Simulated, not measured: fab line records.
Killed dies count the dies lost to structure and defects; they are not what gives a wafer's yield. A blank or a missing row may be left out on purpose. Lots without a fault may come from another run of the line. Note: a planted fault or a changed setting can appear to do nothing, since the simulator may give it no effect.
fab line records | flow nand_harc
record lots=12 | wafers=36 | last_day=33
route steps=1302 shown A_CONTACT@1067
lots that met no fault: from a run of the same line without faults
start_h: hours from the record's opening day to when the first of the lot's shown wafers began | wait_h: how many hours have passed since the lot's step before this one | " repeats the value in the row above | L1.1+2: a single row standing in for several wafers | - value missing, or start not given | * or withheld: withheld | < > ~ a bound
route shown NAME@n: NAME is a module with steps in the file, n the number in the route of the first one | usual: mean/standard deviation taken from wafers without a fault | same: alike in all rows | chamber/n: place in a boat | sites: each site's reading | _std_site: the values' standard deviation | _edge_site: the outer-site mean with the inner-site mean subtracted | radius_mm: how far each site lies from the wafer's centre | mask NAME#n: copy n | behind: the tool/chamber that last shaped the wafer | hold: why the lot went on hold/how many hours it stayed there/how the hold came to an end | device: names the non-switching transistor (n, p or np) | end of line: at the end of the route, the tests of the same wafers | a step without rows: its recipe alone | killed: at the first sort, the dies lost to defects and structure; wafer yield is something else | map: shows each die of a wafer: x if killed, . if not, _ if none is there
set.NAME: the setting that was run; set.NAME@STEP: the one run at that earlier step | model.NAME: the simulator's own value behind a step, which no gauge read
one table for each step of the route and one row for each wafer, over a sample of lots
services: the hour from which a tool's chamber was out of use, counted from the record's first day as start_h (under 0 if before that day), plus the number of hours and why
## steps
# step NHARC_A_CONTACT_DEP_85
# recipe target_thk_a=600 | target_thk_nm=60 | temp_c=400 | pressure_torr=3.5 | flow_sccm=200 | rf_w=350 | material=SiON
# usual heater_power_outer_w=435/52 | heater_power_w=724/87
lot.wafer | tool     | chamber | start_h | wait_h | heater_power_outer_w | heater_power_w
L842.2    | pecvd-01 | 0       | 522.40  | 1.2    | 426                  | 732
L842.3    | "        | 0       | "       | "      | 416                  | 733
L842.5    | "        | 1       | "       | "      | 387                  | 657
L841.3    | pecvd-03 | 1       | 525.99  | 0.9    | 564                  | 960
L841.4    | "        | 1       | "       | "      | 543                  | 944
L841.5    | "        | 2       | "       | "      | 408                  | 629
L844.3    | pecvd-01 | 2       | 547.85  | 0.9    | 354                  | 605
L844.1    | "        | 0       | "       | "      | 376                  | 650
L844.4    | "        | 1       | "       | "      | 471                  | 770
L846.3    | pecvd-02 | 0       | 567.48  | 0.9    | 398                  | 692
L846.1    | "        | 1       | "       | "      | 410                  | 732
L846.2    | "        | 2       | "       | "      | 432                  | 733
L845.3    | pecvd-03 | 1       | 568.23  | 0.9    | 556                  | 968
L845.6    | "        | 1       | "       | "      | 570                  | 979
L845.5    | "        | 0       | "       | "      | 473                  | 808
L847.3    | pecvd-02 | 1       | 585.39  | 0.9    | 488                  | 780
L847.4    | "        | 0       | "       | "      | 419                  | 698
L847.5    | "        | 1       | "       | "      | 494                  | 808
L850.5    | pecvd-01 | 0       | 611.65  | 0.4    | 477                  | 781
L850.6    | "        | 1       | "       | "      | 494                  | 770
L850.4    | "        | 2       | "       | "      | 400                  | 682
L858.3    | pecvd-01 | 0       | 698.27  | 0.9    | 364                  | 633
L858.4    | "        | 0       | "       | "      | 364                  | 623
L858.5    | "        | 1       | "       | "      | 418                  | 737
L859.2    | pecvd-03 | 2       | 703.84  | 1.2    | 357                  | 571
L859.1    | "        | 1       | "       | "      | 520                  | 926
L859.5    | "        | 2       | "       | "      | 378                  | 564
L860.2    | pecvd-01 | 1       | 712.62  | 1.2    | 444                  | 754
L860.3    | "        | 2       | "       | "      | 384                  | 649
L860.5    | "        | 0       | "       | "      | 415                  | 663
L862.3    | pecvd-01 | 0       | 742.31  | 1.0    | 437                  | 701
L862.6    | "        | 1       | "       | "      | 475                  | 791
L862.4    | "        | 0       | "       | "      | 444                  | 717
L861.3    | pecvd-02 | 1       | 743.39  | 0.9    | 392                  | 667
L861.6    | "        | 2       | "       | "      | 429                  | 726
L861.5    | "        | 0       | "       | "      | 430                  | 714
# step NHARC_A_CONTACT_ETCH_31
# recipe target_depth_a=28000 | over_etch_frac=0.3 | time_s=728 | ion_energy_ev=150 | o2_flow_sccm=400 | cos_flow_sccm=20 | ar_flow_sccm=0 | rf_w=500 | bias_w=300 | chemistry=O2/COS
# usual chamber_pressure_mTorr=20.001/0.019 | cos_flow_sccm=20.00/0.054 | drypump_motor_current_A=5.7/0.47 | oes_product_au=0.998/0.011 | rf_vpp_V=314.5/1.7 | showerhead_plenum_p_Torr=3.15/0.1 | throttle_valve_pct=28.329/0.0099
lot.wafer | tool        | chamber | start_h | wait_h | chamber_pressure_mTorr | cos_flow_sccm | drypump_motor_current_A | oes_product_au | rf_hours_counter_h | rf_vpp_V | showerhead_plenum_p_Torr | throttle_valve_pct
L842.2    | rie_diel-08 | 3       | 524.48  | -      | 20.007                 | 20.03         | 5.8                     | 1.003          | 54                 | 317.0    | 3.32                     | 28.329
L842.3    | "           | 2       | "       | "      | 19.994                 | 19.97         | 5.6                     | 1.000          | 50                 | 315.1    | 3.12                     | 28.347
L842.5    | "           | 0       | "       | "      | 20.017                 | 20.05         | 6.2                     | 1.001          | -                  | 313.6    | 3.14                     | 28.317
L841.4    | rie_diel-04 | 2       | 527.59  | -      | 19.997                 | 20.03         | 5.6                     | 0.999          | 49                 | 310.3    | 2.91                     | 28.329
L841.3    | "           | 3       | "       | "      | 20.017                 | 19.89         | 6.2                     | 0.975          | 51                 | 314.4    | 3.13                     | 28.332
L841.5    | "           | 1       | "       | "      | 19.987                 | 19.99         | 6.0                     | 1.009          | -                  | 312.8    | 3.07                     | 28.321
L844.1    | rie_diel-13 | 1       | 549.23  | -      | 19.976                 | 20.07         | 6.2                     | 0.992          | 6                  | 314.0    | 3.11                     | 28.328
L844.3    | "           | 3       | "       | "      | 20.024                 | 19.98         | 5.3                     | 0.983          | 6                  | 316.8    | 3.26                     | 28.311
L844.4    | "           | 0       | "       | "      | 19.989                 | 19.99         | 6.1                     | 1.009          | 5                  | 315.6    | 3.15                     | 28.320
L846.2    | rie_diel-08 | 3       | 569.04  | -      | 20.031                 | 20.03         | 5.8                     | 1.002          | 3                  | 318.1    | 3.32                     | 28.322
L846.1    | "           | 0       | "       | "      | 19.983                 | 19.92         | 6.2                     | 0.990          | 3                  | 315.1    | 3.14                     | 28.341
L846.3    | "           | 1       | "       | "      | 20.021                 | 19.95         | 5.9                     | 0.991          | 3                  | 318.4    | 3.31                     | 28.341
L845.3    | rie_diel-13 | 3       | 569.85  | -      | 19.970                 | 20.03         | 5.3                     | 0.988          | 9                  | 316.9    | 3.26                     | 28.329
L845.5    | "           | 2       | "       | "      | 19.984                 | 19.95         | 4.9                     | 0.988          | -                  | 312.7    | 3.04                     | 28.339
L845.6    | "           | 3       | "       | "      | 20.026                 | 20.04         | 5.3                     | 0.981          | -                  | 316.8    | 3.26                     | 28.330
L847.4    | rie_diel-13 | 0       | 587.12  | -      | 20.000                 | 19.99         | 6.1                     | 1.009          | 10                 | 314.3    | 3.15                     | 28.328
L847.3    | "           | 3       | "       | "      | 19.994                 | 20.02         | 5.3                     | 0.994          | 12                 | 316.3    | 3.26                     | 28.328
L847.5    | "           | 1       | "       | "      | 20.013                 | 20.04         | 6.1                     | 1.002          | -                  | 315.5    | 3.11                     | 28.343
L850.4    | rie_diel-13 | 0       | 613.23  | -      | 20.021                 | 20.01         | 6.1                     | 1.011          | 13                 | 314.7    | 3.15                     | 28.342
L850.6    | "           | 1       | "       | "      | 19.995                 | 19.99         | 6.1                     | 0.995          | -                  | 314.3    | 3.10                     | 28.324
L850.5    | "           | 2       | "       | "      | 20.010                 | 19.97         | 4.9                     | 0.997          | -                  | 314.0    | 3.03                     | 28.325
L858.3    | rie_diel-08 | 1       | 700.04  | -      | 18.070                 | 19.91         | 5.9                     | 0.995          | 50                 | 315.4    | 3.29                     | 28.316
L858.4    | "           | 3       | "       | "      | 18.068                 | 19.94         | 5.8                     | 1.008          | -                  | 315.9    | 3.29                     | 28.327
L858.5    | "           | 1       | "       | "      | 18.069                 | 19.97         | 5.9                     | 0.986          | -                  | 317.2    | 3.29                     | 28.332
L859.2    | rie_diel-08 | 2       | 705.40  | -      | 18.093                 | 20.16         | 5.6                     | 0.993          | 47                 | 314.5    | 3.09                     | 28.321
L859.1    | "           | 3       | "       | "      | 18.076                 | 19.97         | 5.8                     | 1.010          | 48                 | 316.0    | 3.29                     | 28.334
L859.5    | "           | 2       | "       | "      | 18.107                 | 20.06         | 5.7                     | 0.984          | -                  | 313.1    | 3.09                     | 28.326
L860.2    | rie_diel-13 | 2       | 714.12  | -      | 20.010                 | 20.01         | 4.9                     | 1.014          | 1                  | 313.3    | 3.03                     | 28.318
L860.3    | "           | 0       | "       | "      | 19.959                 | 20.02         | 6.1                     | 1.024          | 0                  | 313.7    | 3.14                     | 28.331
L860.5    | "           | 2       | "       | "      | 20.002                 | 19.96         | 4.9                     | 1.014          | -                  | 314.4    | 3.03                     | 28.321
L862.3    | rie_diel-13 | 2       | 743.76  | -      | 19.989                 | 20.08         | 4.9                     | 1.003          | 4                  | 312.8    | 3.03                     | 28.333
L862.4    | "           | 0       | "       | "      | 19.968                 | 20.04         | 6.1                     | 1.020          | 4                  | 314.1    | 3.14                     | 28.330
L862.6    | "           | 2       | "       | "      | 19.983                 | 20.02         | 4.9                     | 1.011          | -                  | 311.3    | 3.03                     | 28.309
L861.3    | rie_diel-13 | 1       | 744.87  | -      | 20.019                 | 20.08         | 6.1                     | 0.978          | 4                  | 314.5    | 3.10                     | 28.315
L861.5    | "           | 3       | "       | "      | 19.990                 | 19.95         | 5.3                     | 0.998          | -                  | 316.6    | 3.25                     | 28.332
L861.6    | "           | 0       | "       | "      | 19.982                 | 20.05         | 6.1                     | 1.016          | -                  | 314.3    | 3.14                     | 28.343
# step NHARC_A_CONTACT_ETCH_135
# recipe source_w=withheld | pressure_mtorr=20 | bias_v=1200 | time_s=311 | target_depth_a=19120 | ar_flow_sccm=withheld | c4f8_flow_sccm=withheld | o2_flow_sccm=withheld | chemistry=C4F8/O2/Ar
# usual chamber_pressure_mTorr=19.999/0.017
lot.wafer | tool            | chamber | start_h | wait_h | chamber_pressure_mTorr | rf_hours_counter_h
L842.2    | har_cap_etch-03 | 1       | 525.20  | 0.2    | 19.997                 | 48
L842.3    | "               | 0       | "       | "      | 20.025                 | -
L842.5    | "               | 1       | "       | "      | 20.010                 | -
L841.3    | har_cap_etch-02 | 1       | 528.45  | 0.3    | 20.034                 | -
L841.4    | "               | 0       | "       | "      | 20.019                 | -
L841.5    | "               | 0       | "       | "      | 20.032                 | -
L844.1    | har_cap_etch-02 | 0       | 550.09  | 0.2    | 20.007                 | 96
L844.4    | "               | 1       | "       | "      | 20.009                 | -
L844.3    | "               | 0       | "       | "      | 20.026                 | -
L846.1    | har_cap_etch-02 | 1       | 569.72  | 0.2    | 19.994                 | 99
L846.2    | "               | 0       | "       | "      | 19.994                 | 99
L846.3    | "               | 1       | "       | "      | 20.015                 | -
L845.3    | har_cap_etch-01 | 0       | 570.72  | 0.3    | 20.019                 | -
L845.5    | "               | 0       | "       | "      | 19.983                 | -
L845.6    | "               | 1       | "       | "      | 19.998                 | -
L847.3    | har_cap_etch-02 | 0       | 587.94  | 0.2    | 19.981                 | -
L847.4    | "               | 1       | "       | "      | 20.007                 | -
L847.5    | "               | 0       | "       | "      | 20.007                 | -
L850.4    | har_cap_etch-02 | 0       | 613.94  | 0.2    | 20.019                 | -
L850.6    | "               | 1       | "       | "      | 20.007                 | -
L850.5    | "               | 0       | "       | "      | 20.015                 | -
L858.4    | har_cap_etch-02 | 1       | 700.83  | 0.2    | 19.985                 | -
L858.3    | "               | 0       | "       | "      | 20.006                 | -
L858.5    | "               | 0       | "       | "      | 20.008                 | -
L859.2    | har_cap_etch-01 | 0       | 706.07  | 0.2    | 19.993                 | 36
L859.1    | "               | 1       | "       | "      | 20.018                 | 36
L859.5    | "               | 1       | "       | "      | 20.004                 | -
L860.2    | har_cap_etch-02 | 1       | 714.85  | 0.2    | 19.987                 | 122
L860.3    | "               | 0       | "       | "      | 19.977                 | -
L860.5    | "               | 1       | "       | "      | 19.989                 | -
L862.3    | har_cap_etch-03 | 1       | 744.58  | 0.2    | 20.011                 | -
L862.4    | "               | 0       | "       | "      | 19.993                 | -
L862.6    | "               | 0       | "       | "      | 19.972                 | -
L861.3    | har_cap_etch-02 | 0       | 745.63  | 0.2    | 19.995                 | -
L861.5    | "               | 1       | "       | "      | 19.981                 | -
L861.6    | "               | 0       | "       | "      | 20.020                 | -
# step NHARC_A_CONTACT_ETCH_98
# recipe target_depth_a=200 | over_etch_frac=0.5 | time_s=10 | ion_energy_ev=250 | c4f6_flow_sccm=25 | o2_flow_sccm=20 | ar_flow_sccm=500 | rf_w=600 | bias_w=500 | chemistry=C4F6/O2
# usual chamber_pressure_mTorr=30.001/0.028 | drypump_motor_current_A=5.7/0.52 | oes_product_au=0.955/0.02 | rf_vpp_V=547.3/2.4 | showerhead_plenum_p_Torr=3.95/0.12 | throttle_valve_pct=26.903/0.0093
lot.wafer | tool        | chamber | start_h | wait_h | chamber_pressure_mTorr | drypump_motor_current_A | oes_product_au | rf_hours_counter_h | rf_vpp_V | showerhead_plenum_p_Torr | throttle_valve_pct
L842.3    | rie_diel-08 | 3       | -       | -      | 29.990                 | 5.8                     | 0.957          | 55                 | 551.2    | 4.17                     | 26.886
L842.2    | "           | 0       | "       | "      | 30.009                 | 6.2                     | 0.954          | 50                 | 548.2    | 3.95                     | 26.897
L842.5    | "           | 3       | "       | "      | 29.979                 | 5.8                     | 0.950          | -                  | 550.1    | 4.17                     | 26.911
L841.3    | rie_diel-04 | 1       | -       | -      | 29.986                 | 5.9                     | 0.948          | 52                 | 546.2    | 3.86                     | 26.921
L841.4    | "           | 3       | "       | "      | 29.972                 | 6.2                     | 0.930          | 52                 | 547.1    | 3.93                     | 26.902
L841.5    | "           | 0       | "       | "      | 30.025                 | 6.2                     | 0.944          | -                  | 552.5    | 4.19                     | 26.899
L844.1    | rie_diel-13 | 3       | -       | -      | 30.012                 | 5.3                     | 0.947          | 6                  | 549.2    | 4.09                     | 26.909
L844.3    | "           | 0       | "       | "      | 30.005                 | 6.1                     | 0.954          | 5                  | 547.7    | 3.96                     | 26.903
L844.4    | "           | 1       | "       | "      | 30.009                 | 6.1                     | 0.955          | 7                  | 546.2    | 3.90                     | 26.913
L846.2    | rie_diel-13 | 3       | 571.68  | 0.3    | 29.994                 | 5.3                     | 0.999          | 9                  | 549.5    | 4.09                     | 26.906
L846.3    | "           | 0       | "       | "      | 29.954                 | 6.1                     | 1.010          | 8                  | 546.9    | 3.96                     | 26.902
L846.1    | "           | 2       | "       | "      | 29.940                 | 4.9                     | 0.990          | 12                 | 544.7    | 3.82                     | 26.915
L845.3    | rie_diel-13 | 3       | 572.86  | 0.1    | 30.041                 | 5.3                     | 0.943          | 9                  | 549.2    | 4.09                     | 26.905
L845.5    | "           | 2       | "       | "      | 30.005                 | 4.9                     | 0.949          | -                  | 545.3    | 3.82                     | 26.897
L845.6    | "           | 3       | "       | "      | 29.969                 | 5.3                     | 0.940          | -                  | 549.3    | 4.09                     | 26.899
L847.4    | rie_diel-08 | 2       | -       | -      | 29.992                 | 5.6                     | 0.987          | 12                 | 547.3    | 3.91                     | 26.910
L847.3    | "           | 1       | "       | "      | 29.925                 | 5.9                     | 0.982          | 12                 | 551.7    | 4.15                     | 26.893
L847.5    | "           | 3       | "       | "      | 30.021                 | 5.8                     | 1.000          | -                  | 551.5    | 4.15                     | 26.903
L850.4    | rie_diel-13 | 2       | -       | -      | 30.018                 | 4.9                     | 0.951          | 17                 | 543.6    | 3.82                     | 26.898
L850.6    | "           | 3       | "       | "      | 30.060                 | 5.3                     | 0.937          | -                  | 550.4    | 4.09                     | 26.892
L850.5    | "           | 0       | "       | "      | 29.952                 | 6.1                     | 0.951          | -                  | 547.5    | 3.95                     | 26.902
L858.3    | rie_diel-08 | 0       | -       | -      | 30.009                 | 6.3                     | 0.930          | 50                 | 545.6    | 3.91                     | 26.903
L858.4    | "           | 2       | "       | "      | 29.976                 | 5.6                     | 0.937          | 46                 | 547.2    | 3.89                     | 26.900
L858.5    | "           | 0       | "       | "      | 30.062                 | 6.2                     | 0.940          | -                  | 545.8    | 3.91                     | 26.916
L859.1    | rie_diel-13 | 3       | -       | -      | 29.994                 | 5.3                     | 1.003          | 0                  | 550.5    | 4.08                     | 26.900
L859.2    | "           | 0       | "       | "      | 29.948                 | 6.2                     | 1.006          | 0                  | 548.7    | 3.95                     | 26.901
L859.5    | "           | 2       | "       | "      | 30.009                 | 4.9                     | 0.993          | -                  | 543.2    | 3.81                     | 26.891
L860.2    | rie_diel-13 | 2       | -       | -      | 29.994                 | 4.9                     | 0.967          | 1                  | 544.4    | 3.81                     | 26.908
L860.3    | "           | 1       | "       | "      | 29.960                 | 6.2                     | 0.936          | 1                  | 545.7    | 3.89                     | 26.903
L860.5    | "           | 3       | "       | "      | 29.958                 | 5.3                     | 0.968          | -                  | 551.1    | 4.08                     | 26.905
L862.3    | rie_diel-13 | 2       | -       | -      | 29.976                 | 4.9                     | 0.943          | 5                  | 543.8    | 3.81                     | 26.917
L862.4    | "           | 3       | "       | "      | 29.988                 | 5.3                     | 0.948          | 5                  | 549.5    | 4.08                     | 26.885
L862.6    | "           | 2       | "       | "      | 29.997                 | 4.9                     | 0.947          | -                  | 545.0    | 3.81                     | 26.904
L861.3    | rie_diel-13 | 3       | -       | -      | 29.995                 | 5.3                     | 0.956          | 6                  | 550.3    | 4.08                     | 26.925
L861.6    | "           | 0       | "       | "      | 29.985                 | 6.1                     | 0.973          | -                  | 547.2    | 3.94                     | 26.901
L861.5    | "           | 1       | "       | "      | 30.044                 | 6.2                     | 0.953          | -                  | 545.4    | 3.89                     | 26.893
## services
tool        | chamber | start_h | hours | kind
rie_diel-08 | 3       | 509.73  | 6.1   | repair
pecvd-01    | 2       | 518.88  | 11.2  | repair
rie_diel-13 | -       | 519.00  | 9.0   | pm
rie_diel-13 | 0       | 533.95  | 6.5   | repair
rie_diel-08 | -       | 545.00  | 9.0   | pm
pecvd-03    | -       | 547.40  | 13.0  | pm
rie_diel-13 | 1       | 565.20  | 13.9  | repair
pecvd-03    | -       | 585.71  | 0.4   | repair
pecvd-03    | 1       | 586.47  | 11.7  | repair
pecvd-02    | -       | 589.47  | 13.0  | pm
pecvd-03    | -       | 590.18  | 0.5   | repair
rie_diel-08 | 3       | 607.24  | 8.4   | repair
pecvd-02    | -       | 611.45  | 1.0   | repair
pecvd-01    | -       | 641.32  | 1.5   | repair
pecvd-02    | 0       | 662.84  | 4.3   | repair
pecvd-01    | -       | 668.50  | 6.0   | repair
pecvd-03    | -       | 673.00  | 0.7   | repair
rie_diel-08 | 2       | 676.71  | 10.0  | repair
pecvd-02    | -       | 684.55  | 1.9   | repair
pecvd-02    | -       | 690.25  | 1.0   | repair
rie_diel-13 | -       | 696.00  | 9.0   | pm
rie_diel-08 | 0       | 697.54  | 2.6   | repair
rie_diel-08 | -       | 722.23  | 9.0   | pm
pecvd-03    | -       | 728.40  | 13.0  | pm
## key
first_sign step=NHARC_A_CONTACT_ETCH_31 | reading=chamber_pressure_mTorr | direction=down | sigmas=99+ | usual=20.001 | struck=18.080
effect none on later readings
met_at NHARC_A_CONTACT_ETCH_31
struck_lots L858,L859
tester_left_out L858,L859
not_acting_at NHARC_A_CONTACT_DEP_85,NHARC_A_CONTACT_ETCH_135,NHARC_A_CONTACT_ETCH_98
onset_between 569.04 700.04
fault kind=process_parameter_drift | tool=rie_diel-08 | chamber=- | onset_h=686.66 | steps=NHARC_A_CONTACT_ETCH_31 | channel=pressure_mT | offset=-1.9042 | shape=step | end_h=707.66 | acts_in=these_recipes_only | stated=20
# tester_left_out: of these lots the tester's yield and bins aren't shown, on N5 and GAA mostly nor the transistor test; their killed dies are dies lost to structure and defects alone, not to doping, threshold or leakage, so they don't give the yield
